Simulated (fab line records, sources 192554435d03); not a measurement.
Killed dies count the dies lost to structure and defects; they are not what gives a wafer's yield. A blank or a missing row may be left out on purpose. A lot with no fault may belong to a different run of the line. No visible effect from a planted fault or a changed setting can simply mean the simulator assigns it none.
A struck lot beside a sound one | flow n5 finfet | 14 steps out of a route of 1938
Sound: the wafers L161.1, L161.2, L161.3. Wafers L165.1, L165.2, L165.4 were the ones struck. The cause is given at the end.
Order at every step that has rows: each side's tool, ch and its chambers, its first start. Under that, the readings that differ: sound wafers | struck wafers | difference of the means | sigmas: that difference in standard deviations of wafers without a fault.
alike: same words and numbers on both sides, and readings whose means sit less than 2 such deviations apart. not compared: any withheld reading, any reading some wafer has no value for, any bound like >300 that may hide the same value, and any number with overlapping values for which the record gives no deviation.
The two part at a step that has a row with sigmas, a row that says differs or no value, or rows on one side only. Numbers that have no deviation but don't overlap get no sigmas and don't part them. A reading missing from all wafers of one side parts the sides only when that side holds two or more wafers.

N5_BEOL_M5_PRE_CLEAN_77: time 15 s.
  sound on cvd co-02 ch 0,1,2, day 9 14:34; struck on cvd co-01 ch 0,1, day 10 11:28
  alike: heater power w
  not compared: since wet clean h
N5_BEOL_M5_CO_CAP_78: material Co, precursor CCTBA/H2, target thk 2 nm, time 102.1 s.
  sound on cvd co-02 ch 0,1,2, day 9 14:37; struck on cvd co-01 ch 0,1, day 10 11:31
  alike: chamber pressure Torr, heater power w
  not compared: since wet clean h
then, 1 step without rows for these wafers: N5_BEOL_M5_PRE_CLEAN_55 (time 15 s).
N5_BEOL_M5_DEP_56: deposits SiCN from 3MS/NH3, target thk 8 nm, time 14 s.
  sound on pecvd-02 ch 0,1, day 9 14:44; struck on pecvd-03 ch 0,1, day 10 11:38
  alike: chamber pressure Torr, showerhead plenum p Torr, throttle valve pct
  not compared: since wet clean h
N5_BEOL_M5_RS_MEAS_57: a four-point-probe measurement.
  sound on film metro-02, day 9 14:49; struck on film metro-01, day 10 11:41
  alike: M5_RS
N5_BEOL_M5_INSPECT_58: inspects for defects (darkfield).
  sound on defect inspect-02, day 9 14:51; struck on defect inspect-01, day 10 11:43
  alike: raw defect count
then, 2 steps without rows for these wafers: N5_BEOL_M6_ILD_DEP_00 (deposits SiCOH lowk from DEMS/porogen, target thk 179.75 nm, time 33.4 s); N5_BEOL_M6_CURE_74 (cures SiCOH lowk, time 240 s).
N5_BEOL_M6_THK_MEAS_01:
  sound on film metro-01, day 9 15:28; struck on film metro-02, day 10 12:22
  alike: M6_ILD_THK
N5_BEOL_M6_PECVD_70: deposits SiO2 from TEOS/O2, target thk 20 nm, time 22.7 s.
  sound on pecvd-04 ch 0,1,2, day 9 15:30; struck on pecvd-01 ch 0,1,2, day 10 12:23
  alike: chamber pressure Torr, heater power w, showerhead plenum p Torr, throttle valve pct
  not compared: since wet clean h
N5_BEOL_M6_HM_DEP_02: deposits TiN, target thk 20 nm.
  sound on pvd sputter-03, day 9 15:44; struck on pvd sputter-01, day 10 12:31
  alike: throttle valve pct
then, 1 step without rows for these wafers: N5_BEOL_M6_COAT_59 (time 60 s, resist thk 100 nm).
N5_BEOL_M6_COAT_60: time 60 s, resist thk 35 nm.
  sound on litho track-05 ch 0, day 9 15:52; struck on litho track-01 ch 0, day 10 12:39
  reading                  | sound                | struck               | difference | sigmas
  heater power total W (W) | 424.6 431.0 426.6    | 411.5 415.8 417.3    | -12.5      | -6
  plate temp C (C)         | 219.88 219.99 219.91 | 214.44 214.49 214.63 | -5.41      | -36
  alike: exhaust pa
then, 1 step without rows for these wafers: N5_BEOL_M6_COAT_05 (resist thk 90 nm).

WHERE THEY PART
Only at N5_BEOL_M6_COAT_60, within this record.

WHY: whatever the simulator had introduced
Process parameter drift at N5_BEOL_M6_COAT_60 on litho track-01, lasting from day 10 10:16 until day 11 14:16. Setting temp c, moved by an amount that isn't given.
